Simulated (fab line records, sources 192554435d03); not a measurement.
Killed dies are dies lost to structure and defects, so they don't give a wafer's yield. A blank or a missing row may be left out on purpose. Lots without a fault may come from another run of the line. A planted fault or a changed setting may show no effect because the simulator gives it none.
A struck lot beside a sound one | flow n5_finfet | 34 steps out of a route of 1938
Sound: wafers L427.2, L427.3, L427.4. Struck: wafer L432.4. (L432.2, L432.6 of the same lot were not struck and are left out.) The cause comes at the end.
At each step with rows: each side's tool, then ch and its chambers, then its first start. Under that, the readings that differ: sound wafers | struck wafers | difference of the means | sigmas: that difference in standard deviations of wafers without a fault.
alike: readings whose means differ by less than 2 such deviations, and words and numbers that are the same on both sides. not compared: withheld readings, readings that some wafer has no value for, bounds like >300 that may hide the same value, and numbers for which the record gives no deviation and whose values overlap.
The two part at a step that has a row with sigmas, a row that says differs or no value, or rows on one side only. Numbers that don't overlap but have no deviation are shown without sigmas and don't part them. A reading that every wafer of one side lacks parts them only if that side has two wafers or more.

first, 11 steps without rows for these wafers: N5_BEOL_M11_HM_STRIP_39 (strips TiN in peroxide tin strip, target depth 25 nm, time 158 s); N5_BEOL_M11_SRD_40 (time 30 s); N5_BEOL_M11_PRECLEAN_42 (cleans in residue remover, time 60 s); N5_BEOL_M11_SRD_43 (time 30 s); N5_BEOL_M11_CURE_72 (cures SiCOH lowk, time 120 s); N5_BEOL_M11_DEGAS_44 (time 60 s); N5_BEOL_M11_PRE_CLEAN_45 (time 30 s); N5_BEOL_M11_ALD_74 (deposits TaN, target thk 2 nm, pulse time 2 s, purge time 3 s); N5_BEOL_M11_SURFACE_TREAT_76; N5_BEOL_M11_CVD_75 (deposits Co from CCTBA/H2, target thk 2 nm, time 138.9 s); N5_BEOL_M11_SPUTTER_48 (material Cu, target thk 12 nm, time 2 s).
N5_BEOL_M11_ECD_50: material Cu, target thk 318 nm.
  sound on ecd_cu-02 ch 0,1, day 12 19:53; struck on ecd_cu-02 ch 0,1, day 14 02:55
then, 21 steps without rows for these wafers: N5_BEOL_M11_ANNEAL_51 (time 90 s); N5_BEOL_M11_CMP_52 (polishes, stops on SiCOH lowk, t overpolish 7 s, target thk 140 nm); N5_BEOL_M11_PRE_CLEAN_55 (time 15 s); N5_BEOL_M11_DEP_56 (deposits SiCN from 3MS/NH3, target thk 30 nm, time 10.5 s); N5_BEOL_M12_ILD_DEP_00 (deposits SiOC from DEMS/O2, target thk 658.92 nm, time 130.7 s); N5_BEOL_M12_COAT_58 (time 60 s, resist thk 89 nm); N5_BEOL_M12_COAT_04 (resist thk 400 nm); N5_BEOL_M12_EBR_06; N5_BEOL_M12_SOFTBAKE_05 (time 60 s); N5_BEOL_M12_EXPOSE_07 (exposes mask V11); N5_BEOL_M12_PEB_08 (peb time 90 s); N5_BEOL_M12_DEVELOP_09 (develop time 45 s); N5_BEOL_M12_HARDBAKE_14 (time 120 s); N5_BEOL_M12_DESCUM_15 (chemistry O2, time 7.9 s); N5_BEOL_M12_ETCH_59 (etches BARC in N2/H2, target depth 89 nm, overetch 26.7 nm, time 67.9 s); N5_BEOL_M12_VIA_ETCH_16 (etches SiOC in C4F8/O2/Ar, target depth 724.8 nm); N5_BEOL_M12_STRIP_63 (strips in N2/H2); N5_BEOL_M12_STRIP_64 (strips in N2/H2); N5_BEOL_M12_STRIP_71 (strips in post etch residue remover, time 60 s); N5_BEOL_M12_SRD_72 (time 30 s, dry time 30 s); N5_BEOL_M12_COAT_65 (time 60 s, resist thk 300 nm).
N5_PASSIVATION_PROBE_49:
  sound on prober-01, day 14 13:53; struck on prober-01, day 15 17:31
  reading                  | sound          | struck | difference | sigmas
  defect_limited_yield (%) | 87.1 89.7 87.7 | 58.7   | -29.5      | -21
  killed_at_M0_to_M3       | 76 74 67       | 34     | -38        | -3
  killed_at_M4_up          | 9 7 15         | 420    | +410       | +77
  killed_dies              | 152 122 145    | 487    | +347       | +20
  killed_on_rim            | 16 14 20       | 55     | +38        | +9
  killed_open              | 99 76 101      | 49     | -43        | -4
  killed_short             | 47 41 42       | 26     | -17        | -2
  sort_bin_5_function (%)  | 7.8 5.6 6.4    | 25.9   | +19.3      | +20
  sort_bin_6_memory (%)    | 4.3 4.4 5.5    | 12.9   | +8.2       | +12
  sort_n_pass              | 1028 1058 1035 | 693    | -347       | -20
  sort_yield_pct (%)       | 87.1 89.7 87.7 | 58.7   | -29.5      | -20
  alike: killed_at_contacts, killed_at_front_end, killed_at_other

WHERE THEY PART
Only at N5_PASSIVATION_PROBE_49, within this record.

WHY: what the simulator had put in
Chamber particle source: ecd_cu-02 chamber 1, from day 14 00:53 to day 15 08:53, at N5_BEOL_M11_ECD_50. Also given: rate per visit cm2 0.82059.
